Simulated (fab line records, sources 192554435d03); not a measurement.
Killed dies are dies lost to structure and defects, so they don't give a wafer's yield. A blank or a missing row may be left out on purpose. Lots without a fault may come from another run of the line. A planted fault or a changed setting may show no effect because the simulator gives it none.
fab line records | flow n5_finfet
record lots=7 wafers=21
route steps=1938 shown BEOL_M15@1809 TV_LITHO@1879 TV_OPEN@1888
start_h: hours from the record's first day to the start of the lot's first wafer shown | wait_h: hours since the lot's step before | " the same as in the row above | L1.1+2: a row that stands for several wafers | - no value, or no start given | * or withheld: withheld | < > ~ a bound
route shown NAME@n: a module of which the file shows steps, and the number in the route of the first | usual: mean/standard deviation of fault-free wafers | same: alike in all rows | chamber/n: place in a boat | sites: the reading at each site | _std_site: their standard deviation | _edge_site: outer sites' mean less inner sites' | radius_mm: how far each site lies from the wafer's centre | mask NAME#n: copy n | behind: the tool/chamber that last shaped the wafer | hold: why the lot was held/for how many hours/how that ended | device: the transistor (n, p or np) that didn't switch | end of line: the same wafers' tests at the end of the route | a step without rows: its recipe alone | killed: dies lost to structure and defects at the first sort, not the wafer's yield | map: a wafer's dies, x killed, . not, _ none there
set.NAME: the setting as run; set.NAME@STEP: as run at that earlier step | model.NAME: the simulator's own value behind a step, which no gauge read
lots whose settings were changed on purpose; a table a step, a row a wafer
## steps
# step N5_BEOL_M15_TRENCH_ETCH_34
# recipe chemistry=C4F8/O2/Ar target=SiO2 target_depth_a=8729.3 he_inner_torr=15 he_outer_torr=30 time_s=199 ion_energy_ev=800 pressure_mtorr=20 source_w=1905 bias_w=2040 Ar_flow_sccm=400 C4F8_flow_sccm=16 O2_flow_sccm=12
# columns lot.wafer tool chamber start_h wait_h set.time_s model.etch.depth_nm model.coat_of_BEOL_M15_COAT_22.thk_nm
L074.4 rie_diel-06 3 333.95 0.0 199 916.6 537.4
L074.5 " 1 " " 199 861.4 549.6
L074.6 " 0 " " 161.5 695.4 587.2
L078.3 rie_diel-02 3 362.18 0.0 199 849.5 554.4
L078.4 " 2 " " 199 868.1 545.6
L078.6 " 3 " " 199 837.5 559.2
L083.3 rie_diel-06 3 415.60 0.0 173.8 787.3 560.8
L083.4 " 1 " " 173.8 741.3 575.6
L083.5 " 2 " " 199 876.3 547.8
L085.2 rie_diel-05 2 430.00 0.0 199 862.8 548.6
L085.3 " 3 " " 199 847.9 547.6
L085.6 " 0 " " 199 849.1 550.6
L088.1 rie_diel-02 2 452.84 0.0 199 868.7 540.8
L088.2 " 0 " " 199 878.5 533.2
L088.5 " 3 " " 183.4 785.9 562.8
L091.1 rie_diel-06 1 453.21 0.0 230.1 985.4 520.8
L091.3 " 3 " " 230.1 1058 502.8
L091.4 " 2 " " 199 891.5 538.8
L092.4 rie_diel-06 1 465.95 0.0 213.6 915 535
L092.5 " 2 " " 199 890.6 539.4
L092.6 " 3 " " 213.6 986.6 519.6
# step N5_BEOL_M15_STRIP_36
# recipe chemistry=O2 power_w=600 temp_c=60 pressure_mtorr=30 rf_frequency_hz=6e+07 bias_power_w=0 overash_fraction=0.3 o2_flow_sccm=225
# step N5_BEOL_M15_ECD_47
# recipe material=Cu target_thk_a=18600
# step N5_BEOL_M15_ANNEAL_48
# recipe temp_c=225 time_s=90 ambient=N2
# step N5_BEOL_M15_CMP_49
# recipe stop_on=SiO2 t_overpolish_s=4.9 down_force_psi=2 platen_rpm=80 clearing_platen_down_force_psi=2 clearing_platen_rpm=80 post_cmp_clean=cu_alkaline target_thk_nm=850 clearing_platen_pad_velocity_m_s=1.5917 pad_velocity_m_s=1.5917
# columns lot.wafer tool chamber start_h wait_h set.time_s@BEOL_M15_TRENCH_ETCH_34 model.Cu_of_BEOL_M15_ECD_47.thk_nm
L074.4 cmp-02 1 342.37 0.2 199 894.4
L074.5 " 3 " " 199 839.2
L074.6 " 0 " " 161.5 673.4
L078.3 cmp-03 3 363.72 0.2 199 825.2
L078.4 " 0 " " 199 842.4
L078.6 " 1 " " 199 813.8
L083.4 cmp-02 2 419.45 0.2 173.8 718.2
L083.3 " 3 " " 173.8 762.8
L083.5 " 1 " " 199 854.2
L085.2 cmp-03 0 435.45 0.2 199 839.8
L085.3 " 2 " " 199 825.8
L085.6 " 1 " " 199 828
L088.1 cmp-02 1 455.80 0.3 199 846
L088.2 " 2 " " 199 854.4
L088.5 " 1 " " 183.4 763
L091.4 cmp-01 3 456.03 0.1 199 868.6
L091.1 " 0 " " 230.1 964.6
L091.3 " 2 " " 230.1 1034
L092.4 cmp-03 0 475.70 0.2 213.6 890.6
L092.6 " 1 " " 213.6 963.8
L092.5 " 2 " " 199 865.6
# step N5_BEOL_M15_THK_MEAS_50
# recipe thk_meas_gauge=xrf reads=Cu_of_BEOL_M15_ECD_47
# usual M15_THK=845/23
# columns lot.wafer tool chamber start_h wait_h set.time_s@BEOL_M15_TRENCH_ETCH_34 M15_THK[nm]
L074.4 film_metro-02 - 342.59 - 199 903
L074.5 " - " " 199 843
L074.6 " - " " 161.5 678
L078.3 film_metro-02 - 363.94 - 199 824
L078.4 " - " " 199 838
L078.6 " - " " 199 809
L083.3 film_metro-02 - 419.71 - 173.8 765
L083.4 " - " " 173.8 724
L083.5 " - " " 199 861
L085.2 film_metro-02 - 435.74 - 199 855
L085.3 " - " " 199 838
L085.6 " - " " 199 838
L088.1 film_metro-01 - 456.06 - 199 839
L088.2 " - " " 199 850
L088.5 " - " " 183.4 757
L091.1 film_metro-01 - 456.33 - 230.1 967
L091.3 " - " " 230.1 1028
L091.4 " - " " 199 865
L092.4 film_metro-02 - 475.88 - 213.6 900
L092.5 " - " " 199 874
L092.6 " - " " 213.6 978
# step N5_BEOL_M15_PRE_CLEAN_52
# recipe gas=NH3 time_s=15 temp_c=withheld rf_power_w=300
# step N5_BEOL_M15_DEP_53
# recipe material=SiCN target_thk_a=500 temp_c=withheld precursor=3MS/NH3 pressure_torr=3 rf_w=675 time_s=17.8
# step N5_BEOL_M15_RS_MEAS_54
# recipe thk_meas_gauge=four-point-probe reads=Cu_of_BEOL_M15_ECD_47+Ta_of_BEOL_M15_SPUTTER_44+TaN_of_BEOL_M15_SPUTTER_43
# usual M15_RS=0.0217/0.00054
# columns lot.wafer tool chamber start_h wait_h set.time_s@BEOL_M15_TRENCH_ETCH_34 M15_RS[ohm/sq]
L074.4 film_metro-02 - 342.72 0.0 199 0.0205
L074.5 " - " " 199 0.0218
L074.6 " - " " 161.5 0.0274
L078.3 film_metro-02 - 364.07 0.1 199 0.0222
L078.4 " - " " 199 0.0217
L078.6 " - " " 199 0.0226
L083.3 film_metro-01 - 419.84 0.1 173.8 0.0240
L083.4 " - " " 173.8 0.0255
L083.5 " - " " 199 0.0214
L085.2 film_metro-02 - 435.87 0.1 199 0.0218
L085.3 " - " " 199 0.0223
L085.6 " - " " 199 0.0221
L088.1 film_metro-02 - 456.19 0.0 199 0.0217
L088.2 " - " " 199 0.0215
L088.5 " - " " 183.4 0.0241
L091.1 film_metro-02 - 456.46 0.0 230.1 0.0190
L091.3 " - " " 230.1 0.0177
L091.4 " - " " 199 0.0211
L092.4 film_metro-01 - 476.01 0.0 213.6 0.0206
L092.5 " - " " 199 0.0211
L092.6 " - " " 213.6 0.0189
# step N5_PASSIVATION_EXPOSE_07
# recipe mask_id=TV na=0.55 source_shape=conventional sigma_outer=0.8 polarization=unpolarized defocus_nm=0 target_cd_nm=3000 dose_mj=22.75
# columns lot.wafer tool chamber start_h wait_h mask set.dose_mj
L074.4+5+6 krf_scanner-01 0 348.91 - TV#0 22.75
L078.3+4+6 krf_scanner-02 0 369.50 - TV#0 22.75
L083.3+5 krf_scanner-02 0 428.01 - TV#0 22.75
L083.4 " 0 " " TV#0 22.18
L085.2+3+6 krf_scanner-01 0 443.35 - TV#0 22.75
L088.1 krf_scanner-02 0 461.37 - TV#0 22.75
L088.2+5 " 0 " " TV#0 23.39
L091.1 krf_scanner-02 0 464.43 - TV#0 22.75
L091.3+4 " 0 " " TV#0 23.88
L092.4+5 krf_scanner-01 0 484.36 - TV#0 22.75
L092.6 " 0 " " TV#0 23.93
# step N5_PASSIVATION_PEB_08
# recipe peb_temp_c=withheld peb_time_s=*
# step N5_PASSIVATION_DEVELOP_09
# recipe develop_time_s=60 rinse_liquid=diw dry=air_spin dev_temp_c=21
# step N5_PASSIVATION_HARDBAKE_11
# recipe temp_c=130 time_s=120
# step N5_PASSIVATION_CD_MEAS_10
# recipe target_cd_nm=3000 landing_energy_ev=500 detector=se_inlens
# usual cd_nm=2998.7/2.7
# columns lot.wafer tool chamber start_h wait_h set.dose_mj@PASSIVATION_EXPOSE_07 cd_nm
L074.4 cd_sem-03 0 349.08 - 22.75 3003.9
L074.5 " 0 " " 22.75 3004.0
L074.6 " 0 " " 22.75 2999.6
L078.3 cd_sem-02 0 369.67 - 22.75 2997.3
L078.4 " 0 " " 22.75 3000.1
L078.6 " 0 " " 22.75 2996.6
L083.3 cd_sem-03 0 428.18 - 22.75 2995.4
L083.4 " 0 " " 22.18 2989.7
L083.5 " 0 " " 22.75 2996.5
L085.2 cd_sem-02 0 443.52 - 22.75 2998.2
L085.3 " 0 " " 22.75 3002.2
L085.6 " 0 " " 22.75 2996.6
L088.1 cd_sem-01 0 461.55 - 22.75 3001.5
L088.2 " 0 " " 23.39 3007.5
L088.5 " 0 " " 23.39 3009.7
L091.1 cd_sem-03 0 464.60 - 22.75 3001.8
L091.3 " 0 " " 23.88 3010.6
L091.4 " 0 " " 23.88 3013.0
L092.4 cd_sem-02 0 484.53 - 22.75 2997.8
L092.5 " 0 " " 22.75 3002.9
L092.6 " 0 " " 23.93 3011.7
# step N5_PASSIVATION_VIA_ETCH_13
# recipe chemistry=CHF3/O2 target=SiO2 target_depth_a=6600 CHF3_flow_sccm=50 O2_flow_sccm=5 Ar_flow_sccm=200 time_s=330 mask_material=PR pressure_mtorr=30 source_w=650 bias_w=170 ion_energy_ev=200 ends=cleared
# usual rf_vpp_V=534/14
# columns lot.wafer tool chamber start_h wait_h set.source_w rf_vpp_V
L074.4 rie_diel-06 1 350.13 0.0 729.8 500
L074.5 " 1 " " 650 531
L074.6 " 0 " " 650 538
L078.3 rie_diel-05 0 369.98 0.0 650 544
L078.4 " 0 " " 650 544
L078.6 " 3 " " 650 526
L083.3 rie_diel-02 3 428.78 0.0 571.4 600
L083.4 " 1 " " 571.4 581
L083.5 " 1 " " 650 543
L085.2 rie_diel-05 3 443.77 0.0 650 527
L085.3 " 1 " " 694.8 527
L085.6 " 3 " " 650 527
L088.1 rie_diel-02 3 461.99 0.0 534.4 620
L088.2 " 2 " " 650 518
L088.5 " 0 " " 534.4 597
L091.1 rie_diel-06 1 465.54 0.0 650 528
L091.3 " 2 " " 650 515
L091.4 " 3 " " 650 536
L092.4 rie_diel-05 2 485.20 0.1 650 515
L092.5 " 1 " " 650 543
L092.6 " 0 " " 650 553
## key
split step=N5_BEOL_M15_TRENCH_ETCH_34 setting=time_s stated=199 by=wafer
response step=N5_BEOL_M15_TRENCH_ETCH_34 reading=model.etch.depth_nm change=+9.4 per=1% r=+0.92
response step=N5_BEOL_M15_TRENCH_ETCH_34 reading=model.coat_of_BEOL_M15_COAT_22.thk_nm change=-2.05 per=1% r=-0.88
response step=N5_BEOL_M15_CMP_49 reading=model.Cu_of_BEOL_M15_ECD_47.thk_nm change=+9.44 per=1% r=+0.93
response step=N5_BEOL_M15_THK_MEAS_50 reading=M15_THK change=+9.57 per=1% r=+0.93
response step=N5_BEOL_M15_RS_MEAS_54 reading=M15_RS change=-0.000266 per=1% r=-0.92
split step=N5_PASSIVATION_EXPOSE_07 setting=dose_mj stated=22.75 by=wafer
response step=N5_PASSIVATION_CD_MEAS_10 reading=cd_nm change=+2.19 per=1% r=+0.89
split step=N5_PASSIVATION_VIA_ETCH_13 setting=source_w stated=650 by=wafer
response step=N5_PASSIVATION_VIA_ETCH_13 reading=rf_vpp_V change=-3.94 per=1% r=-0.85
